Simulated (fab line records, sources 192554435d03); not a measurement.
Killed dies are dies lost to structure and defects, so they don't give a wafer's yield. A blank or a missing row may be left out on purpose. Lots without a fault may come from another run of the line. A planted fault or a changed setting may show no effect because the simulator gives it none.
fab line records | flow n5_finfet
record lots=5 wafers=15 last_day=17
route steps=1938 shown BEOL_M2@896 BEOL_M3@931 PASSIVATION@1936
lots that met no fault: from a run of the same line without faults
start_h: hours from the record's first day to the start of the lot's first wafer shown | wait_h: hours since the lot's step before | " the same as in the row above | L1.1+2: a row that stands for several wafers | - no value, or no start given | * or withheld: withheld | < > ~ a bound
route shown NAME@n: a module of which the file shows steps, and the number in the route of the first | usual: mean/standard deviation of fault-free wafers | same: alike in all rows | chamber/n: place in a boat | sites: the reading at each site | _std_site: their standard deviation | _edge_site: outer sites' mean less inner sites' | radius_mm: how far each site lies from the wafer's centre | mask NAME#n: copy n | behind: the tool/chamber that last shaped the wafer | hold: why the lot was held/for how many hours/how that ended | device: the transistor (n, p or np) that didn't switch | end of line: the same wafers' tests at the end of the route | a step without rows: its recipe alone | killed: dies lost to structure and defects at the first sort, not the wafer's yield | map: a wafer's dies, x killed, . not, _ none there
set.NAME: the setting as run; set.NAME@STEP: as run at that earlier step | model.NAME: the simulator's own value behind a step, which no gauge read
lots at some steps of the route; a table a step, a row a wafer
services: from which hour (start_h, from the record's first day; less than 0 if before it) a tool's chamber was out of use, for how many hours, and why
## steps
# step N5_BEOL_M2_PRECLEAN_42
# recipe chemistry=residue_remover time_s=60 temp_c=40
# step N5_BEOL_M2_SRD_43
# recipe time_s=30 temp_c=23 rinse_liquid=diw dry=ipa_marangoni
# step N5_BEOL_M2_CD_MEAS_35
# recipe target_cd_nm=18 target_cd_y_nm=22.2 polarity=opening
# usual cd_nm=18.0/0.33
# columns lot.wafer tool chamber start_h wait_h cd_nm
L968.2 cd_sem-02 - 142.24 0.0 17.9
L968.4 " - " " 17.6
L968.6 " - " " 18.1
L969.1 cd_sem-02 - 153.73 0.0 17.2
L969.4 " - " " 17.9
L969.6 " - " " 17.9
L971.1 cd_sem-03 - 165.34 0.0 17.9
L971.3 " - " " 17.4
L971.5 " - " " 17.5
L975.1 cd_sem-01 - 201.42 0.0 18.0
L975.4 " - " " 18.2
L975.6 " - " " 18.2
L988.3 cd_sem-03 - 278.85 0.0 18.2
L988.5 " - " " 17.9
L988.6 " - " " 18.0
# step N5_BEOL_M2_DEGAS_44
# recipe ambient=vacuum temp_c=250 time_s=60
# step N5_BEOL_M2_PRE_CLEAN_45
# recipe gas=H2/He time_s=30 temp_c=250
# step N5_BEOL_M2_ALD_84
# recipe material=TaN target_thk_a=* temp_c=275 ald_precursor_family=PDMAT ald_co_reactant=NH3 pressure_torr=3 carrier_flow_sccm=1500 pulse_time_s=2 purge_time_s=3 co_reactant_purge_time_s=2 co_reactant_pulse_time_s=3 ald_cycles=30 precursor_vessel_temp_c=75 precursor_vessel_pressure_torr=26.25 precursor_vessel_carrier_sccm=1000
# usual chamber_pressure_Torr=3.001/0.0072 heater_power_w=409/48 mfc_carrier_sccm=1500/4.8 precursor_vessel_pressure_torr=26.26/0.052
# same co_reactant_pulse_time_s=3
# columns lot.wafer tool chamber start_h wait_h chamber_pressure_Torr heater_power_w mfc_carrier_sccm precursor_vessel_pressure_torr
L968.2 ald_metal-02 3 142.68 0.1 2.999 419 1505 26.16
L968.4 " 1 " " 3.000 420 1495 26.31
L968.6 " 2 " " 3.009 480 1506 26.25
L969.1 ald_metal-02 0 154.37 0.1 2.991 409 1500 26.12
L969.4 " 1 " " 2.995 420 1497 26.25
L969.6 " 1 " " 2.999 422 1499 26.26
L971.1 ald_metal-02 2 165.48 0.0 2.999 470 1490 26.21
L971.3 " 0 " " 2.998 427 1501 26.24
L971.5 " 0 " " 3.008 409 1508 26.20
L975.1 ald_metal-03 2 201.92 0.1 2.993 435 1500 26.26
L975.4 " 1 " " 2.995 405 1501 26.19
L975.6 " 1 " " 3.007 381 1500 26.22
L988.3 ald_metal-02 2 279.20 0.1 2.990 477 1492 26.12
L988.5 " 1 " " 3.006 422 1499 26.22
L988.6 " 2 " " 2.992 475 1495 26.30
# step N5_BEOL_M2_SURFACE_TREAT_85
# recipe gas=Ar time_s=* ion_energy_ev=* ion_current_ma_cm2=0.5 pressure_mtorr=* ar_flow_sccm=30
# step N5_BEOL_M2_CVD_47
# recipe material=Co target_thk_a=30 temp_c=withheld precursor=CCTBA/H2 pressure_torr=30 time_s=223.8
# step N5_BEOL_M2_SPUTTER_48
# recipe material=Cu target_thk_a=45 temp_c=-20 chamber_pressure_pa=0.07 power_w=withheld time_s=8.29
# usual chuck_gas_flow_sccm=1.25/0.056 chuck_sensor_temp_C=-16.0/0.52 throttle_valve_pct=29.9/1.2
# columns lot.wafer tool chamber start_h wait_h chuck_gas_flow_sccm chuck_sensor_temp_C throttle_valve_pct
L968.2 pvd_sputter-01 - 143.24 0.1 1.36 -17.2 30.6
L968.4 " - " " 1.20 -16.1 29.6
L968.6 " - " " 1.23 -15.4 31.6
L969.1 pvd_sputter-03 - 155.00 0.1 1.31 -15.9 30.8
L969.4 " - " " 1.23 -15.8 29.1
L969.6 " - " " 1.24 -15.8 28.9
L971.1 pvd_sputter-03 - 166.10 0.2 1.34 -15.1 30.6
L971.3 " - " " 1.19 -15.7 28.9
L971.5 " - " " 1.19 -15.0 30.8
L975.1 pvd_sputter-03 - 202.46 0.1 1.20 -16.1 30.9
L975.4 " - " " 1.22 -15.7 29.0
L975.6 " - " " 1.22 -15.8 29.2
L988.3 pvd_sputter-02 - 279.96 0.1 1.17 -16.7 28.3
L988.5 " - " " 1.37 -16.0 29.5
L988.6 " - " " 1.24 -16.1 31.0
# step N5_BEOL_M2_ANNEAL_49
# recipe temp_c=400 time_s=240 ambient=vacuum
# step N5_BEOL_M2_SPUTTER_79
# recipe material=Cu target_thk_a=45 temp_c=-20 chamber_pressure_pa=0.07 power_w=withheld time_s=8.29
# step N5_BEOL_M2_ANNEAL_80
# recipe temp_c=400 time_s=240 ambient=vacuum
# step N5_BEOL_M2_SPUTTER_81
# recipe material=Cu target_thk_a=45 temp_c=-20 chamber_pressure_pa=0.07 power_w=withheld time_s=8.29
# usual chuck_gas_flow_sccm=1.26/0.057 chuck_sensor_temp_C=-16.0/0.49 throttle_valve_pct=29.9/1.2
# columns lot.wafer tool chamber start_h wait_h chuck_gas_flow_sccm chuck_sensor_temp_C throttle_valve_pct
L968.2 pvd_sputter-01 - 143.68 0.1 1.37 -17.2 30.4
L968.4 " - " " 1.27 -16.0 29.9
L968.6 " - " " 1.30 -15.4 31.3
L969.1 pvd_sputter-03 - 155.44 0.1 1.30 -16.0 31.0
L969.4 " - " " 1.24 -15.6 29.1
L969.6 " - " " 1.29 -15.7 29.3
L971.1 pvd_sputter-03 - 166.54 0.1 1.35 -15.1 30.6
L971.3 " - " " 1.19 -15.7 29.2
L971.5 " - " " 1.30 -15.0 30.8
L975.1 pvd_sputter-03 - 202.90 0.1 1.20 -16.1 31.1
L975.4 " - " " 1.27 -15.8 29.0
L975.6 " - " " 1.28 -15.7 29.0
L988.3 pvd_sputter-02 - 280.40 0.1 1.25 -16.7 28.5
L988.5 " - " " 1.26 -16.0 29.6
L988.6 " - " " 1.22 -16.1 31.4
# step N5_BEOL_M2_ANNEAL_82
# recipe temp_c=400 time_s=240 ambient=vacuum
# step N5_BEOL_M2_SPUTTER_86
# recipe material=Cu target_thk_a=45 temp_c=-20 chamber_pressure_pa=0.07 power_w=withheld time_s=8.29
# step N5_BEOL_M2_ANNEAL_87
# recipe temp_c=400 time_s=240 ambient=vacuum
# step N5_BEOL_M2_SPUTTER_88
# recipe material=Cu target_thk_a=45 temp_c=-20 chamber_pressure_pa=0.07 power_w=withheld time_s=8.29
# step N5_BEOL_M2_ANNEAL_89
# recipe temp_c=400 time_s=240 ambient=vacuum
# usual heater_power_w=834/96
# columns lot.wafer tool chamber start_h wait_h heater_power_w
L968.2 pvd_sputter-01 - 144.20 0.0 933
L968.4 " - " " 695
L968.6 " - " " 969
L969.1 pvd_sputter-03 - 155.96 0.0 856
L969.4 " - " " 900
L969.6 " - " " 921
L971.1 pvd_sputter-03 - 167.06 0.0 885
L971.3 " - " " 917
L971.5 " - " " 857
L975.1 pvd_sputter-03 - 203.42 0.0 860
L975.4 " - " " 908
L975.6 " - " " 900
L988.3 pvd_sputter-02 - 280.92 0.0 649
L988.5 " - " " 767
L988.6 " - " " 901
# step N5_BEOL_M2_SPUTTER_90
# recipe material=Cu target_thk_a=45 temp_c=-20 chamber_pressure_pa=0.07 power_w=withheld time_s=8.29
# step N5_BEOL_M2_ANNEAL_91
# recipe temp_c=400 time_s=240 ambient=vacuum
# step N5_BEOL_M2_SPUTTER_92
# recipe material=Cu target_thk_a=45 temp_c=-20 chamber_pressure_pa=0.07 power_w=withheld time_s=8.29
# step N5_BEOL_M2_ANNEAL_93
# recipe temp_c=400 time_s=240 ambient=vacuum
# step N5_BEOL_M2_SPUTTER_94
# recipe material=Cu target_thk_a=45 temp_c=-20 chamber_pressure_pa=0.07 power_w=withheld time_s=8.29
# step N5_BEOL_M2_ANNEAL_95
# recipe temp_c=400 time_s=240 ambient=vacuum
# step N5_BEOL_M2_SPUTTER_96
# recipe material=Cu target_thk_a=45 temp_c=-20 chamber_pressure_pa=0.07 power_w=withheld time_s=8.29
# step N5_BEOL_M2_ECD_50
# recipe material=Cu target_thk_a=3000
# step N5_BEOL_M2_ANNEAL_51
# recipe temp_c=225 time_s=90 ambient=N2
# step N5_BEOL_M2_CMP_52
# recipe stop_on=SiOC t_overpolish_s=6.8 down_force_psi=1 platen_rpm=50 clearing_platen_down_force_psi=1.5 clearing_platen_rpm=50 post_cmp_clean=cu_alkaline target_thk_nm=40 clearing_platen_pad_velocity_m_s=0.99484 pad_velocity_m_s=0.99484
# usual barrier_field_endpoint_s=24.7/0.67 head_pressure_psi=1.0001/0.0023 motor_current_A=6.1/0.52 overpolish_run_s=6.799/0.0092 pad_life_wafers=918/770 time_to_endpoint_s=62/3.3
# columns lot.wafer tool chamber start_h wait_h barrier_field_endpoint_s head_pressure_psi motor_current_A overpolish_run_s pad_life_wafers time_to_endpoint_s
L968.2 cmp-02 2 145.57 0.3 24.5 1.0034 5.5 6.810 1568 64
L968.4 " 3 " " 25.0 0.9969 5.5 6.794 1569 60
L968.6 " 1 " " 25.3 0.9997 5.7 6.803 - 62
L969.1 cmp-04 1 157.25 0.3 25.4 1.0017 6.6 6.805 0 63
L969.4 " 3 " " 25.4 1.0016 5.7 6.804 2 61
L969.6 " 1 " " 25.6 1.0003 7.2 6.803 - 62
L971.3 cmp-04 0 168.70 0.3 25.3 0.9946 6.3 6.795 104 64
L971.1 " 1 " " 25.7 1.0006 6.9 6.800 105 66
L971.5 " 2 " " 25.7 1.0016 6.9 6.804 - 67
L975.4 cmp-04 0 205.42 0.1 25.3 1.0017 6.8 6.819 396 68
L975.1 " 1 " " 24.8 1.0036 7.1 6.799 397 66
L975.6 " 0 " " 25.7 1.0000 6.7 6.795 - 69
L988.3 cmp-04 3 282.29 0.2 24.2 0.9965 6.1 6.798 986 60
L988.6 " 1 " " 24.5 0.9979 7.0 6.809 - 63
L988.5 " 2 " " 25.0 0.9995 7.1 6.792 - 64
# step N5_BEOL_M2_PRE_CLEAN_60
# recipe gas=NH3/H2 time_s=15 temp_c=* rf_power_w=300
# usual heater_power_w=79/12
# columns lot.wafer tool chamber start_h wait_h heater_power_w
L968.2 cvd_co-01 1 145.83 0.0 92
L968.4 " 2 " " 68
L968.6 " 0 " " 82
L969.1 cvd_co-01 2 157.58 0.0 70
L969.4 " 2 " " 71
L969.6 " 0 " " 82
L971.1 cvd_co-01 1 169.05 0.1 94
L971.3 " 0 " " 80
L971.5 " 1 " " 95
L975.1 cvd_co-01 0 205.75 0.0 83
L975.4 " 0 " " 82
L975.6 " 1 " " 95
L988.3 cvd_co-01 2 282.55 0.0 71
L988.5 " 1 " " 93
L988.6 " 2 " " 71
# step N5_BEOL_M2_CO_CAP_55
# recipe material=Co target_thk_a=20 temp_c=200 precursor=CCTBA/H2 pressure_torr=30 time_s=102.1
# step N5_BEOL_M2_PRE_CLEAN_56
# recipe gas=NH3 time_s=15 temp_c=withheld rf_power_w=300
# step N5_BEOL_M2_DEP_57
# recipe material=SiCN target_thk_a=80 temp_c=withheld precursor=3MS/NH3 pressure_torr=3 rf_w=202 time_s=14
# step N5_BEOL_M2_RS_MEAS_58
# recipe thk_meas_gauge=four-point-probe reads=Co_of_BEOL_M2_CO_CAP_55+Cu_of_BEOL_M2_ECD_50+Co_of_BEOL_M2_CVD_47+TaN_of_BEOL_M2_ALD_84
# usual M2_RS=0.68/0.031
# columns lot.wafer tool chamber start_h wait_h M2_RS[ohm/sq]
L968.2 film_metro-01 - 146.05 0.1 0.64
L968.4 " - " " 0.69
L968.6 " - " " 0.65
L969.1 film_metro-01 - 157.84 0.1 0.67
L969.4 " - " " 0.68
L969.6 " - " " 0.66
L971.1 film_metro-02 - 169.27 0.0 0.65
L971.3 " - " " 0.64
L971.5 " - " " 0.65
L975.1 film_metro-02 - 205.97 0.0 0.66
L975.4 " - " " 0.72
L975.6 " - " " 0.71
L988.3 film_metro-01 - 282.77 0.1 0.71
L988.5 " - " " 0.68
L988.6 " - " " 0.70
# step N5_BEOL_M3_ILD_DEP_00
# recipe material=SiOC target_thk_a=790 temp_c=350 precursor=DEMS/O2 pressure_torr=5 rf_w=500 time_s=15.3
# step N5_BEOL_M3_THK_MEAS_01
# recipe reads=SiOC_of_BEOL_M3_ILD_DEP_00
# usual M3_ILD_THK=78.6/0.98
# columns lot.wafer tool chamber start_h wait_h M3_ILD_THK[nm]
L968.2 film_metro-02 - 146.18 0.1 78.9
L968.4 " - " " 81.2
L968.6 " - " " 80.5
L969.1 film_metro-02 - 157.97 0.0 78.1
L969.4 " - " " 80.0
L969.6 " - " " 79.7
L971.1 film_metro-02 - 169.40 0.0 78.5
L971.3 " - " " 77.9
L971.5 " - " " 79.5
L975.1 film_metro-02 - 206.10 0.0 78.4
L975.4 " - " " 79.5
L975.6 " - " " 78.3
L988.3 film_metro-02 - 282.90 0.1 77.9
L988.5 " - " " 77.5
L988.6 " - " " 78.7
# step N5_BEOL_M3_PECVD_72
# recipe material=SiO2 target_thk_a=160 temp_c=400 precursor=TEOS/O2 pressure_torr=5.5 rf_w=450 teos_flow_sccm=53.8 gas=O2 flow_sccm=3000 time_s=18
# step N5_BEOL_M3_HM_DEP_02
# recipe material=TiN target_thk_a=200 temp_c=25 chamber_pressure_pa=0.49996
# step N5_BEOL_M3_COAT_61
# recipe resist=SOC temp_c=250 time_s=60 spin_rpm=1500 resist_thk_nm=60
# step N5_BEOL_M3_COAT_62
# recipe resist=SiARC temp_c=220 time_s=60 spin_rpm=1500 resist_thk_nm=12
# step N5_BEOL_M3_COAT_73
# recipe resist=underlayer temp_c=205 time_s=60 spin_rpm=1500 resist_thk_nm=5
# step N5_PASSIVATION_PROBE_49
# usual defect_limited_yield=91.3/1.3 killed_at_M0_to_M3=35/9.3 killed_at_M4_up=14/5.2 killed_at_contacts=12/5.9 killed_at_front_end=38/11 killed_at_other=4/3.7 killed_dies=103/15 killed_on_rim=14/4 killed_open=67/12 killed_short=34/8 sort_bin_5_function=5.1/0.88 sort_bin_6_memory=3.3/0.65 sort_n_pass=1077/15 sort_yield_pct=91.3/1.3
# same gross_dies=1180 killed_at_back_side=0 sort_bin_4_leakage[%]=0 sort_bin_8_speed[%]=0
# columns lot.wafer tool chamber start_h wait_h defect_limited_yield[%] killed_at_M0_to_M3 killed_at_M4_up killed_at_contacts killed_at_front_end killed_at_other killed_dies killed_on_rim killed_open killed_short sort_bin_5_function[%] sort_bin_6_memory[%] sort_n_pass sort_yield_pct[%]
L975.1 prober-02 - 341.92 0.0 80.0 160 19 8 46 3 236 34 74 38 12.9 4.5 944 80.0
# killed by level:class
L975.1 BEOL_M2:unspecified=124 FIN_SAQP:geometric_particle:open=10 FIN_SAQP:geometric_particle:short=10 BEOL_M3:geometric_particle:open=10 STI_FIN_REVEAL:geometric_particle:open=9 BEOL_M4:geometric_particle:open=9 BEOL_M0_SAQP:geometric_particle:open=8 MOL_CONTACT_COAG:geometric_particle:open=6
# map L975.1 (x killed, . not)
_________________xxx...x.....________________
______________xxxxxxxx.......xx._____________
___________.xxxxxxxxxxxx....xx...x.__________
__________.xxxxxxxxxxxxx...x.x.....x_________
________..x.xxxxxxxxxxxx.x.....x.....x_______
_______..xxxxxxxxxxxxxxx.x.............______
______.....xxxxxxxxxxxxxxx.x.........x.._____
_____x...x..xxxxxxxxxxxxx...x............____
____xx..x....xxxxxxxxxxxx.................___
___........x.xxxxxxxxx.....................__
___........x...xxxxxxxx......xx.....x......__
__.....x.......x......x.x...x.......x......._
__....x..x...............x..........x.....x._
_x...............x.x......x.................x
_.....x...x..x...............................
_...x.........x.xx.......x.xx...x.x..........
_..........x....................x............
_...............x................x.x.x...x...
_...x...x......x.......x...................x.
_.....xx...............x......x........x.....
_........x..x...xx..........xx...............
__x.......................x...........x...x._
__..x..x........................x.....xx...x_
___........................................__
___.....................................x..__
____x......x.....x..x.......x.............___
_____..........x...x..........x..........____
______x.........x......................._____
_______......x.......x....x...x........______
________.x..x.......x................._______
__________..................x...x..._________
___________....x....x............x.__________
______________...x.............._____________
_________________x...x.xx....________________
# map L971.3 (x killed, . not)
_________________.........x..________________
______________.................._____________
___________.....x..................__________
__________............x............._________
________........................x....._______
_______x.....x.x.......................______
______....x......x...x........x....x...._____
_____.......x....x........x......x.......____
____........x.............x...x......x....___
___...............................x........__
___..x.x.x.x.......x.....x...x..x..........__
__....x.......x................x...x........_
__.x.x..................x...x...x........x.._
_x..............x.........x....x....x...x....
_...x........................................
_......x....xx...x.x.............x...........
_........x..x...............x........x.......
_............x...............................
_.x.x.......x.x.x.............x..x...........
_.............x.....x..x...x.........x.......
_........x..x......................x.........
__.............x......x..x.......x.......x.._
__x..............x.......x.......x.........x_
___..........x.........x...x..........x....__
___........................................__
____.x..........x.............x...x.....x.___
_____.x..................................____
______.x....x..........................._____
_______....x........................x..______
________.........x......x............._______
__________...x...x........x........._________
___________...........x.....x......__________
______________x.x.x........x...._____________
_________________............________________
## services
# columns tool chamber start_h hours kind
cmp-02 - 122.65 1.1 repair
cmp-02 - 141.44 0.3 repair
ald_metal-03 1 144.11 24.1 repair
ald_metal-03 3 149.19 3.7 repair
cmp-04 - 152.45 4.0 pm
cmp-04 - 156.45 - consumable_replace:conditioner
cmp-04 - 156.45 - consumable_replace:pad
ald_metal-02 - 175.46 0.9 repair
ald_metal-02 2 181.98 17.3 repair
ald_metal-02 3 201.15 10.5 repair
cmp-02 - 210.90 4.0 pm
cmp-02 - 214.90 - consumable_replace:conditioner
cmp-02 - 214.90 - consumable_replace:pad
cmp-02 - 233.10 0.6 repair
ald_metal-03 0 251.90 14.5 repair
pvd_sputter-03 - 254.06 7.5 repair
ald_metal-02 3 261.79 27.9 repair
ald_metal-02 2 266.08 12.8 repair
cmp-04 - 273.88 2.7 repair
## key
first_sign step=N5_PASSIVATION_PROBE_49 reading=killed_at_M0_to_M3 direction=up sigmas=13 usual=35 struck=160
effect step=N5_PASSIVATION_PROBE_49 reading=killed_dies direction=up sigmas=8.6 usual=103 struck=236
more_kills_born_at N5_BEOL_M2_SPUTTER_81@pvd_sputter-03=124
met_at N5_BEOL_M2_SPUTTER_81
struck_wafers L975.1
onset_between 155.44 202.90
fault kind=chamber_particle_source tool=pvd_sputter-03 chamber=- onset_h=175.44 steps=N5_BEOL_M2_SPUTTER_81 rate_per_visit_cm2=1.0199 end_h=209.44 scope=struck_wafers_only
